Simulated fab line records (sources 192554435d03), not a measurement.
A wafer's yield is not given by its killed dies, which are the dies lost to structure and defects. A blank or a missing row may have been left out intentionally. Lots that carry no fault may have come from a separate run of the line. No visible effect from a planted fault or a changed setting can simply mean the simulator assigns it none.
Comparing a struck lot with a sound one    flow n5 finfet    18 steps out of a route of 1938
Sound: these wafers, L940.1, L940.2, L940.4. Struck: wafers L943.3, L943.4, L943.6. At the end, the cause is stated.
At each step with rows: each side's tool, then ch and its chambers, then its first start. Under that, the readings that differ: sound wafers    struck wafers    difference of the means    sigmas: that difference in standard deviations of wafers without a fault.
alike: readings with means less than 2 such deviations apart, plus words and numbers identical on both sides. not compared: withheld readings, readings lacking a value on some wafer, bounds such as >300 that could conceal the same value, and numbers that have no deviation in the record and whose values overlap.
The two part at a step that has a row with sigmas, a row that says differs or no value, or rows on one side only. When numbers do not overlap yet have no deviation, they are printed without sigmas and do not part them. A reading missing from all wafers of one side parts the sides only when that side holds two or more wafers.

N5_BEOL_M10_ETCH_61: etches SiARC in CF4, target depth 39 nm, time 65 s.
  sound on rie diel-03 ch 0,1,3, day 11 19:42; struck on rie diel-03 ch 0,3, day 12 21:49
  alike: drypump motor current A, etch rf on time s, oes product au, rf vpp V, showerhead plenum p Torr, throttle valve pct
  not compared: rf hours counter h
N5_BEOL_M10_ETCH_62: etches SOC in N2/H2, target depth 110 nm, overetch 22 nm, time 165 s.
  sound on rie diel-03 ch 0,1,3, day 11 19:45; struck on rie diel-03 ch 0,3, day 12 21:52
  alike: drypump motor current A, oes product au, rf vpp V, showerhead plenum p Torr, throttle valve pct
  not compared: rf hours counter h
then, 1 step without rows for these wafers: N5_BEOL_M10_STRIP_68 (strips in N2/H2).
N5_BEOL_M10_STRIP_67: strips in CF4.
  sound on rie diel-03 ch 0,1,3, day 11 19:53; struck on rie diel-03 ch 0,3, day 12 22:01
  alike: drypump motor current A, oes product au, power w, rf vpp V, showerhead plenum p Torr, throttle valve pct
  not compared: rf hours counter h
N5_BEOL_M10_HM_OPEN_17: chemistry Cl2/BCl3, target TiN, target depth 20 nm, overetch 6 nm.
  sound on rie metal-01 ch 0,1, day 11 20:00; struck on rie metal-03 ch 0,1, day 12 22:06
  alike: drypump motor current A, oes product au, throttle valve pct
  not compared: rf hours counter h
N5_BEOL_M10_STRIP_19: strips in O2.
  sound on rie diel-03 ch 0,2,3, day 11 20:09; struck on rie diel-02 ch 0,1,3, day 12 22:19
  alike: drypump motor current A, oes product au, rf vpp V, showerhead plenum p Torr, throttle valve pct
  not compared: rf hours counter h
N5_BEOL_M10_CD_MEAS_18: pitch 140 nm, target cd 70 nm.
  sound: cd sem-03 at day 11 20:13; struck: cd sem-01 at day 12 22:23
  alike: cd nm
then, 5 steps without rows for these wafers: N5_BEOL_M10_COAT_63 (time 60 s, resist thk 100 nm); N5_BEOL_M10_COAT_64 (time 60 s, resist thk 30 nm); N5_BEOL_M10_COAT_22 (resist thk 90 nm); N5_BEOL_M10_EBR_24; N5_BEOL_M10_SOFTBAKE_23 (time 60 s).
N5_BEOL_M10_EXPOSE_25: exposes mask V9.
  sound on arfi scanner-03 ch 0, day 11 22:19; struck on arfi scanner-03 ch 0, day 12 22:41
reading               sound              struck             difference  sigmas
exposure dose mJ cm2  85.39 85.44 85.36  79.39 79.46 79.46  -5.96       -68
focus offset nm (nm)  -0.6 -0.8 -0.8     0.5 0.8 0.2        +1.2        +2
  alike: mask
then, 2 steps without rows for these wafers: N5_BEOL_M10_PEB_26 (peb time 60 s); N5_BEOL_M10_DEVELOP_27 (develop time 30 s).
N5_BEOL_M10_CD_MEAS_28 targets a cd of 70 nm.
  sound on cd sem-03 ch 0, day 11 22:27; struck on cd sem-02 ch 0, day 12 22:48
reading     sound           struck          difference  sigmas
cd nm (nm)  71.4 70.4 71.3  64.9 64.9 65.2  -6.0        -7
N5_BEOL_M10_OVL_MEAS_29:
  sound on overlay-02 ch 0, day 11 22:29; struck on overlay-01 ch 0, day 12 22:50
  alike: V9_OVL
-- here the record skips 2 days between the struck wafers' starts before and after, leaving off in module BEOL_M10 and picking up in module PASSIVATION (first step shown: number 1936 of the route) --
N5_PASSIVATION_PROBE_49:
  sound: prober-02 at day 14 05:41; struck: prober-01 at day 15 01:49
  alike: defect limited yield, killed_at_M0_to_M3, killed_at_M4_up, killed at contacts, killed at front end, killed at other, killed dies, killed on rim, killed open, killed short, sort_bin_4_leakage, sort_bin_5_function, sort_bin_6_memory, sort n pass, sort yield pct

## WHERE THEY PART
First at N5_BEOL_M10_EXPOSE_25; last, within this record, at N5_BEOL_M10_CD_MEAS_28. Later steps at which nothing parts them and some readings are alike: N5_BEOL_M10_OVL_MEAS_29, N5_PASSIVATION_PROBE_49.

WHY: whatever the simulator had introduced
Drift in process parameters on arfi scanner-03 at N5_BEOL_M10_EXPOSE_25, starting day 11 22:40. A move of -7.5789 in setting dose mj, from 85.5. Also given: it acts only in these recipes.
